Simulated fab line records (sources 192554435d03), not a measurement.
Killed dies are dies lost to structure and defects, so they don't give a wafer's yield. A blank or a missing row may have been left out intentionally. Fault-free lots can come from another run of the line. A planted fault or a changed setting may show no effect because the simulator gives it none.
Split-lot trial || flow n5_finfet || route with 1938 steps; 7 lots, 36 wafers read

== SPLIT DETAILS ==
At N5_BEOL_M11_ETCH_62 (etches SOC in N2/H2, target depth 110 nm, overetch 22 nm, time 165 s), the setting time_s was moved away from the recipe's 165 s on 12 of the 36 wafers read, by -21.3% to +48.1%. The other wafers ran this setting at the recipe's value.

== FROM THE SPLIT TO THE READING: what the file shows between them, 4 steps ==
- N5_BEOL_M11_STRIP_68: strips in N2/H2
- N5_BEOL_M11_STRIP_67: strips in CF4
- N5_BEOL_M11_HM_OPEN_17: chemistry Cl2/BCl3, target TiN, target depth 20 nm, overetch 6 nm
- N5_BEOL_M11_STRIP_19: strips in O2

== THE READING ==
cd_nm, in nm, at N5_BEOL_M11_CD_MEAS_18 (pitch 140 nm, target cd 70 nm). On this fab line, fault-free wafers typically give 70.0 nm with a standard deviation of 0.47 nm.

{"wafer": "L077.1", "tool, chamber at the split": "rie_diel-03, 3", "time_s as run, s": 165, "against the recipe": "recipe", "cd_nm, nm": 69.6, "against lot-mates on the recipe": "-"}
{"wafer": "L077.3", "tool, chamber at the split": "rie_diel-03, 0", "time_s as run, s": 165, "against the recipe": "recipe", "cd_nm, nm": 69.6, "against lot-mates on the recipe": "-"}
{"wafer": "L077.5", "tool, chamber at the split": "rie_diel-03, 3", "time_s as run, s": 165, "against the recipe": "recipe", "cd_nm, nm": 69.1, "against lot-mates on the recipe": "-"}
{"wafer": "L080.1", "tool, chamber at the split": "rie_diel-03, 3", "time_s as run, s": 208, "against the recipe": "+26.1%", "cd_nm, nm": 70.8, "against lot-mates on the recipe": "+0.6"}
{"wafer": "L080.2", "tool, chamber at the split": "rie_diel-03, 2", "time_s as run, s": 165, "against the recipe": "recipe", "cd_nm, nm": 70.2, "against lot-mates on the recipe": "-"}
{"wafer": "L080.3", "tool, chamber at the split": "rie_diel-03, 1", "time_s as run, s": 208, "against the recipe": "+26.1%", "cd_nm, nm": 70.2, "against lot-mates on the recipe": "+0.0"}
{"wafer": "L080.4", "tool, chamber at the split": "rie_diel-03, 0", "time_s as run, s": 165, "against the recipe": "recipe", "cd_nm, nm": 70.1, "against lot-mates on the recipe": "-"}
{"wafer": "L080.5", "tool, chamber at the split": "rie_diel-03, 0", "time_s as run, s": 208, "against the recipe": "+26.1%", "cd_nm, nm": 71.1, "against lot-mates on the recipe": "+0.9"}
{"wafer": "L080.6", "tool, chamber at the split": "rie_diel-03, 1", "time_s as run, s": 165, "against the recipe": "recipe", "cd_nm, nm": 70.4, "against lot-mates on the recipe": "-"}
{"wafer": "L083.1", "tool, chamber at the split": "rie_diel-03, 2", "time_s as run, s": 165, "against the recipe": "recipe", "cd_nm, nm": 70.6, "against lot-mates on the recipe": "-"}
{"wafer": "L083.2", "tool, chamber at the split": "rie_diel-03, 1", "time_s as run, s": 165, "against the recipe": "recipe", "cd_nm, nm": 70.9, "against lot-mates on the recipe": "-"}
{"wafer": "L083.3", "tool, chamber at the split": "rie_diel-03, 0", "time_s as run, s": 244.4, "against the recipe": "+48.1%", "cd_nm, nm": 72.5, "against lot-mates on the recipe": "+1.9"}
{"wafer": "L083.4", "tool, chamber at the split": "rie_diel-03, 3", "time_s as run, s": 244.4, "against the recipe": "+48.1%", "cd_nm, nm": 72.5, "against lot-mates on the recipe": "+1.9"}
{"wafer": "L083.5", "tool, chamber at the split": "rie_diel-03, 2", "time_s as run, s": 244.4, "against the recipe": "+48.1%", "cd_nm, nm": 72.3, "against lot-mates on the recipe": "+1.7"}
{"wafer": "L083.6", "tool, chamber at the split": "rie_diel-03, 3", "time_s as run, s": 165, "against the recipe": "recipe", "cd_nm, nm": 70.2, "against lot-mates on the recipe": "-"}
{"wafer": "L087.1", "tool, chamber at the split": "rie_diel-05, 1,3", "time_s as run, s": 165, "against the recipe": "recipe", "cd_nm, nm": 70.2, "against lot-mates on the recipe": "-"}
{"wafer": "L087.2", "tool, chamber at the split": "rie_diel-05, 1,3", "time_s as run, s": 165, "against the recipe": "recipe", "cd_nm, nm": 69.8, "against lot-mates on the recipe": "-"}
{"wafer": "L087.3", "tool, chamber at the split": "rie_diel-05, 0", "time_s as run, s": 165, "against the recipe": "recipe", "cd_nm, nm": 70.4, "against lot-mates on the recipe": "-"}
{"wafer": "L087.4", "tool, chamber at the split": "rie_diel-05, 1", "time_s as run, s": 165, "against the recipe": "recipe", "cd_nm, nm": 70.4, "against lot-mates on the recipe": "-"}
{"wafer": "L087.5", "tool, chamber at the split": "rie_diel-05, 0", "time_s as run, s": 165, "against the recipe": "recipe", "cd_nm, nm": 70.7, "against lot-mates on the recipe": "-"}
{"wafer": "L087.6", "tool, chamber at the split": "rie_diel-05, 3", "time_s as run, s": 165, "against the recipe": "recipe", "cd_nm, nm": 70.2, "against lot-mates on the recipe": "-"}
{"wafer": "L090.1", "tool, chamber at the split": "rie_diel-02, 0", "time_s as run, s": 236.2, "against the recipe": "+43.2%", "cd_nm, nm": 72.2, "against lot-mates on the recipe": "+1.3"}
{"wafer": "L090.2", "tool, chamber at the split": "rie_diel-02, 2", "time_s as run, s": 236.2, "against the recipe": "+43.2%", "cd_nm, nm": 72.8, "against lot-mates on the recipe": "+1.9"}
{"wafer": "L090.3", "tool, chamber at the split": "rie_diel-02, 3", "time_s as run, s": 236.2, "against the recipe": "+43.2%", "cd_nm, nm": 72.4, "against lot-mates on the recipe": "+1.5"}
{"wafer": "L090.4", "tool, chamber at the split": "rie_diel-02, 1", "time_s as run, s": 165, "against the recipe": "recipe", "cd_nm, nm": 71.2, "against lot-mates on the recipe": "-"}
{"wafer": "L090.5", "tool, chamber at the split": "rie_diel-02, 0,1", "time_s as run, s": 165, "against the recipe": "recipe", "cd_nm, nm": 70.9, "against lot-mates on the recipe": "-"}
{"wafer": "L090.6", "tool, chamber at the split": "rie_diel-02, 0,1", "time_s as run, s": 165, "against the recipe": "recipe", "cd_nm, nm": 70.6, "against lot-mates on the recipe": "-"}
{"wafer": "L092.1", "tool, chamber at the split": "rie_diel-02, 2", "time_s as run, s": 165, "against the recipe": "recipe", "cd_nm, nm": 69.7, "against lot-mates on the recipe": "-"}
{"wafer": "L092.3", "tool, chamber at the split": "rie_diel-02, 3", "time_s as run, s": 165, "against the recipe": "recipe", "cd_nm, nm": 70.1, "against lot-mates on the recipe": "-"}
{"wafer": "L092.4", "tool, chamber at the split": "rie_diel-02, 1", "time_s as run, s": 165, "against the recipe": "recipe", "cd_nm, nm": 69.7, "against lot-mates on the recipe": "-"}
{"wafer": "L096.1", "tool, chamber at the split": "rie_diel-05, 2", "time_s as run, s": 165, "against the recipe": "recipe", "cd_nm, nm": 70.3, "against lot-mates on the recipe": "-"}
{"wafer": "L096.2", "tool, chamber at the split": "rie_diel-05, 0", "time_s as run, s": 129.9, "against the recipe": "-21.3%", "cd_nm, nm": 70.2, "against lot-mates on the recipe": -0.2}
{"wafer": "L096.3", "tool, chamber at the split": "rie_diel-05, 1", "time_s as run, s": 165, "against the recipe": "recipe", "cd_nm, nm": 70.4, "against lot-mates on the recipe": "-"}
{"wafer": "L096.4", "tool, chamber at the split": "rie_diel-05, 3", "time_s as run, s": 129.9, "against the recipe": "-21.3%", "cd_nm, nm": 69.4, "against lot-mates on the recipe": -1.0}
{"wafer": "L096.5", "tool, chamber at the split": "rie_diel-05, 3", "time_s as run, s": 129.9, "against the recipe": "-21.3%", "cd_nm, nm": 69.3, "against lot-mates on the recipe": -1.1}
{"wafer": "L096.6", "tool, chamber at the split": "rie_diel-05, 2", "time_s as run, s": 165, "against the recipe": "recipe", "cd_nm, nm": 70.5, "against lot-mates on the recipe": "-"}
When a row names more than one chamber, that row covers several wafers, and the file does not tell which wafer ran in which chamber.

THE FIT
A straight line over all 36 wafers: cd_nm changes by +0.0423 nm for each +1% of time_s; r = +0.86; the points scatter about the line by 0.5 nm.
The same after taking each lot's own level away (the mean of its wafers on the recipe; 36 wafers): +0.0354 nm for each +1%; r = +0.92; scatter 0.3 nm.
That fit puts the effect of the largest move of time_s on the reading at 1.7 nm.
The span of the lots' own levels, 69.43 to 70.90 nm, comes to 3.1 times the standard deviation stated above.
In other words, the slope is changed by the lot-to-lot level; the two fits disagree.
Check: with one of the wafers moved furthest among these (+48.1%) left out of the fit, the line predicts +1.64 nm for it against its lot-mates. It came out at +1.93 nm against them.

== OTHER SPLITS APPLIED TO THESE WAFERS ==
Other splits were also applied to these wafers ahead of the reading. Each is held against what the fit with the lots' levels taken away leaves over:
{"other split on the same wafers": "N5_SD_EPI_N_ETCH_45 target_depth_a", "wafers away from the commonest value": 12, "r with cd_nm (lot level and that fit taken away)": "+0.08"}
{"other split on the same wafers": "N5_SDB_ALD_29 ald_cycles", "wafers away from the commonest value": 12, "r with cd_nm (lot level and that fit taken away)": -0.03}
{"other split on the same wafers": "N5_MOL_CONTACT_COAG_ALD_123 ald_cycles", "wafers away from the commonest value": 15, "r with cd_nm (lot level and that fit taken away)": -0.04}
{"other split on the same wafers": "N5_BEOL_M9_HM_DEP_02 target_thk_a", "wafers away from the commonest value": 11, "r with cd_nm (lot level and that fit taken away)": "+0.02"}

== THE WHOLE CHAIN: every reading that the file lists as answering this split, in the file's order ==
{"step": "N5_BEOL_M11_ETCH_62", "what it does": "etches SOC in N2/H2, target depth 110 nm, overetch 22 nm, time 165 s", "reading": "SiARC_of_BEOL_M11_COAT_60.thk_nm (the simulator's own value, which no gauge read)", "change (the file's fit)": "-0.0645 nm for each +1% of the setting", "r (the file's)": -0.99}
{"step": "N5_BEOL_M11_ETCH_62", "what it does": "etches SOC in N2/H2, target depth 110 nm, overetch 22 nm, time 165 s", "reading": "BEOL_M11.cd_offset_nm (the simulator's own value, which no gauge read)", "change (the file's fit)": "+0.0283 nm for each +1% of the setting", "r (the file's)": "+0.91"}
{"step": "N5_BEOL_M11_HM_OPEN_17", "what it does": "chemistry Cl2/BCl3, target TiN, target depth 20 nm, overetch 6 nm", "reading": "etch.depth_nm (the simulator's own value, which no gauge read)", "change (the file's fit)": "not straight: 19.84 at the lowest setting, 19.96 at the recipe, 12.51 at the highest", "r (the file's)": "not given"}
{"step": "N5_BEOL_M11_HM_OPEN_17", "what it does": "chemistry Cl2/BCl3, target TiN, target depth 20 nm, overetch 6 nm", "reading": "BEOL_M11.cd_offset_nm (the simulator's own value, which no gauge read)", "change (the file's fit)": "+0.0263 nm for each +1% of the setting", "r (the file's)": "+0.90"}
{"step": "N5_BEOL_M11_CD_MEAS_18", "what it does": "pitch 140 nm, target cd 70 nm", "reading": "cd_nm", "change (the file's fit)": "+0.0353 nm for each +1% of the setting", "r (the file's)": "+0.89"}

== FILE'S OWN FIT ==
cd_nm changes by +0.0353 nm for each +1% of time_s, r = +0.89.
